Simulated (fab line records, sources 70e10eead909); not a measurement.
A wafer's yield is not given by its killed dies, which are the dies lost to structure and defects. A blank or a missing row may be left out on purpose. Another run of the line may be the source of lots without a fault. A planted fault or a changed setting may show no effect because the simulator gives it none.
What tool caused it? / flow nand harc / 12 lots, 36 wafers sampled, at 6 steps of a route of 1302

== WHAT EACH GAUGE READ, for each wafer ==
NHARC_P_BONDPAD_THK_MEAS_33: measures by ellipsometry.
lot=L075; measured=day 6 20:03; on=film metro-02; thk nm (nm)=198.8 200.3 200.8
lot=L077; measured=day 7 18:03; on=film metro-01; thk nm (nm)=202.0 199.4 199.3
lot=L079; measured=day 8 12:47; on=film metro-01; thk nm (nm)=196.9 200.3 202.1
lot=L081; measured=day 9 16:49; on=film metro-02; thk nm (nm)=198.1 200.7 200.5
lot=L083; measured=day 10 20:59; on=film metro-02; thk nm (nm)=198.8 201.7 195.5
lot=L084; measured=day 11 05:36; on=film metro-02; thk nm (nm)=199.3 198.8 201.3
lot=L088; measured=day 12 12:49; on=film metro-02; thk nm (nm)=201.9 201.2 202.3
lot=L089; measured=day 12 17:37; on=film metro-01; thk nm (nm)=198.4 203.4 198.6
lot=L091; measured=day 13 11:16; on=film metro-02; thk nm (nm)=200.0 200.6 199.9
lot=L093; measured=day 14 09:45; on=film metro-02; thk nm (nm)=201.0 201.6 199.7
lot=L095; measured=day 15 11:08; on=film metro-02; thk nm (nm)=200.4 199.3 197.8
lot=L097; measured=day 16 00:14; on=film metro-02; thk nm (nm)=199.6 203.2 198.4

== WHAT TOOL EACH LOT RAN ON (gives the tool, then ch and the chambers of the sampled wafers, and finally the start) ==
lot=L075; NHARC_P_CONTACT_PVD_32=pvd sputter-03, day 6 08:13 or earlier; NHARC_P_M0_ETCH_34=rie diel-06 ch 0,1, day 6 08:13; NHARC_P_M0_PRE_CLEAN_31=pecvd-04 ch 0,1, day 6 10:47; NHARC_P_M0_DEP_32=pecvd-04 ch 0,1, day 6 10:55; NHARC_P_M2_ETCH_28=rie diel-07 ch 0,2, day 6 20:03 or earlier
lot=L077; NHARC_P_CONTACT_PVD_32=pvd sputter-02, day 7 05:44 or earlier; NHARC_P_M0_ETCH_34=rie diel-03 ch 1,2, day 7 05:44; NHARC_P_M0_PRE_CLEAN_31=pecvd-02 ch 0,1,2, day 7 08:14; NHARC_P_M0_DEP_32=pecvd-02 ch 0,1,2, day 7 08:24; NHARC_P_M2_ETCH_28=rie diel-09 ch 0,1,3, day 7 18:03 or earlier
lot=L079; NHARC_P_CONTACT_PVD_32=pvd sputter-02, day 8 00:50 or earlier; NHARC_P_M0_ETCH_34=rie diel-03 ch 0,3, day 8 00:50; NHARC_P_M0_PRE_CLEAN_31=pecvd-04 ch 0,1, day 8 03:20; NHARC_P_M0_DEP_32=pecvd-04 ch 0,1, day 8 03:29; NHARC_P_M2_ETCH_28=rie diel-10 ch 0,2,3, day 8 12:47 or earlier
lot=L081; NHARC_P_CONTACT_PVD_32=pvd sputter-03, day 9 04:53 or earlier; NHARC_P_M0_ETCH_34=rie diel-06 ch 0,2,3, day 9 04:53; NHARC_P_M0_PRE_CLEAN_31=pecvd-04 ch 0,1,2, day 9 07:22; NHARC_P_M0_DEP_32=pecvd-04 ch 0,1,2, day 9 07:29; NHARC_P_M2_ETCH_28=rie diel-09 ch 0,3, day 9 16:49 or earlier
lot=L083; NHARC_P_CONTACT_PVD_32=pvd sputter-01, day 10 09:03 or earlier; NHARC_P_M0_ETCH_34=rie diel-06 ch 0,1,2, day 10 09:03; NHARC_P_M0_PRE_CLEAN_31=pecvd-04 ch 0,1, day 10 11:31; NHARC_P_M0_DEP_32=pecvd-04 ch 0,1, day 10 11:38; NHARC_P_M2_ETCH_28=rie diel-09 ch 1,2,3, day 10 20:59 or earlier
lot=L084; NHARC_P_CONTACT_PVD_32=pvd sputter-02, day 10 17:31 or earlier; NHARC_P_M0_ETCH_34=rie diel-06 ch 0,1,2, day 10 17:31; NHARC_P_M0_PRE_CLEAN_31=pecvd-01 ch 0,1, day 10 20:00; NHARC_P_M0_DEP_32=pecvd-01 ch 0,1, day 10 20:05; NHARC_P_M2_ETCH_28=rie diel-09 ch 0,1, day 11 05:36 or earlier
lot=L088; NHARC_P_CONTACT_PVD_32=pvd sputter-03, day 12 00:20 or earlier; NHARC_P_M0_ETCH_34=rie diel-03 ch 0,1,3, day 12 00:20; NHARC_P_M0_PRE_CLEAN_31=pecvd-04 ch 0,1, day 12 02:47; NHARC_P_M0_DEP_32=pecvd-04 ch 0,1, day 12 02:54; NHARC_P_M2_ETCH_28=rie diel-07 ch 0,2, day 12 12:49 or earlier
lot=L089; NHARC_P_CONTACT_PVD_32=pvd sputter-03, day 12 05:31 or earlier; NHARC_P_M0_ETCH_34=rie diel-03 ch 1,3, day 12 05:31; NHARC_P_M0_PRE_CLEAN_31=pecvd-01 ch 0,1, day 12 07:58; NHARC_P_M0_DEP_32=pecvd-01 ch 0,1, day 12 08:03; NHARC_P_M2_ETCH_28=rie diel-09 ch 0,1,2, day 12 17:37 or earlier
lot=L091; NHARC_P_CONTACT_PVD_32=pvd sputter-01, day 12 23:22 or earlier; NHARC_P_M0_ETCH_34=rie diel-06 ch 0,1,3, day 12 23:22; NHARC_P_M0_PRE_CLEAN_31=pecvd-04 ch 0,1,2, day 13 01:49; NHARC_P_M0_DEP_32=pecvd-04 ch 0,1,2, day 13 01:56; NHARC_P_M2_ETCH_28=rie diel-10 ch 1,2,3, day 13 11:16 or earlier
lot=L093; NHARC_P_CONTACT_PVD_32=pvd sputter-01, day 13 21:41 or earlier; NHARC_P_M0_ETCH_34=rie diel-03 ch 0,1, day 13 21:41; NHARC_P_M0_PRE_CLEAN_31=pecvd-04 ch 1,2, day 14 00:10; NHARC_P_M0_DEP_32=pecvd-04 ch 1,2, day 14 00:16; NHARC_P_M2_ETCH_28=rie diel-07 ch 0,1,2, day 14 09:45 or earlier
lot=L095; NHARC_P_CONTACT_PVD_32=pvd sputter-01, day 14 22:54 or earlier; NHARC_P_M0_ETCH_34=rie diel-03 ch 0,1,3, day 14 22:54; NHARC_P_M0_PRE_CLEAN_31=pecvd-01 ch 0,2, day 15 01:23; NHARC_P_M0_DEP_32=pecvd-01 ch 0,2, day 15 01:28; NHARC_P_M2_ETCH_28=rie diel-10 ch 0,1,3, day 15 11:08 or earlier
lot=L097; NHARC_P_CONTACT_PVD_32=pvd sputter-01, day 15 12:23 or earlier; NHARC_P_M0_ETCH_34=rie diel-03 ch 0,1,2, day 15 12:23; NHARC_P_M0_PRE_CLEAN_31=pecvd-01 ch 1,2, day 15 14:51; NHARC_P_M0_DEP_32=pecvd-01 ch 1,2, day 15 14:59; NHARC_P_M2_ETCH_28=rie diel-10 ch 1,2, day 16 00:14 or earlier
- NHARC_P_CONTACT_PVD_32: deposits Ti, target thk 5 nm, time 17.7 s.
- NHARC_P_M0_ETCH_34: etches the open film in N2/H2, target depth 40 nm, overetch 12 nm, time 43.94 s.
- NHARC_P_M0_PRE_CLEAN_31: time 12 s.
- NHARC_P_M0_DEP_32: deposits SiCN, target thk 30 nm.
- NHARC_P_M2_ETCH_28: etches the open film in CF4/N2, target depth 30 nm, time 72.99 s.

== THE ANSWER, worked out from the rows above alone ==
Rule: the lots themselves supply what counts as usual. The widest of any qualifying gaps counts: lots, ordered by their means at a reading, are off when they make up no more than a third of the lots, leave a main group of 4 or more, and stand apart from it by 3 or more times the standard deviation of that group's means. A main group whose means are all the same, to the digits that the tables above print for the reading, isn't used. A lot without any number at a reading at which 4 lots or more have one is off too. Any other lot the step has rows for is counted as sound.
Across all readings shown, no lot is off: no conclusion can be drawn from this.

== WHAT WAS PUT IN BY THE SIMULATOR ==
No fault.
